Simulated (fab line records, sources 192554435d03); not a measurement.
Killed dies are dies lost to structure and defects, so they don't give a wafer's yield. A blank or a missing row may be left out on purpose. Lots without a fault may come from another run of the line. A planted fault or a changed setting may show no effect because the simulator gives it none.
Chamber matching | flow n5_finfet | N5_FIN_SAQP_ETCH_64 on rie_si-05: 4 sister chambers
The step etches SiO2 in CF4, target depth 1.5 nm. 8 wafers are shown with their chamber, then 10 later ones without.

WAFERS WITH THEIR CHAMBER
wafer  | chamber | throttle_valve_pct (%) | oes_product_au (a.u.)
L080.6 | 0       | 21.47                  | 1.002
L083.1 | 2       | 21.88                  | 0.961
L083.6 | 3       | 21.79                  | 0.993
L090.3 | 2       | 21.85                  | 0.954
L090.4 | 3       | 21.82                  | 0.990
L090.5 | 1       | 21.62                  | 0.985
L093.1 | 0       | 21.47                  | 0.999
L093.2 | 1       | 21.61                  | 0.986

WAFERS WITHOUT THEIR CHAMBER
wafer  | throttle_valve_pct (%) | oes_product_au (a.u.)
L093.5 | 21.47                  | 1.007
L095.1 | 21.85                  | 0.962
L095.3 | 21.62                  | 0.992
L095.6 | 21.45                  | 1.012
L096.2 | 21.82                  | 0.979
L096.5 | 21.62                  | 0.975
L096.6 | 21.88                  | 0.961
L097.1 | 21.86                  | 0.957
L097.4 | 21.80                  | 0.994
L097.6 | 21.88                  | 0.957

WHICH CHAMBER EACH WENT THROUGH
wafer  | from the rows above | in truth
L093.5 | 0                   | 0
L095.1 | 2                   | 2
L095.3 | 1                   | 1
L095.6 | 0                   | 0
L096.2 | 3                   | 3
L096.5 | 1                   | 1
L096.6 | 2                   | 2
L097.1 | 2                   | 2
L097.4 | 3                   | 3
L097.6 | 2                   | 2
Placed correctly: 10 of 10. Can't be placed from these rows: 0. Placed wrongly: 0.
How it was worked out, from the rows above alone: a wafer's distance from a chamber is the root of the sum, over the readings, of the square of ((its reading less the chamber's mean) divided by the reading's scatter). The wafer belongs to the nearest chamber; if the next one is less than 2 further off, it can't be placed. A chamber's mean is the mean of its shown wafers. The scatter: the root of (the sum of the squares of (reading less its chamber's mean) over the shown wafers, divided by (wafers less chambers)).
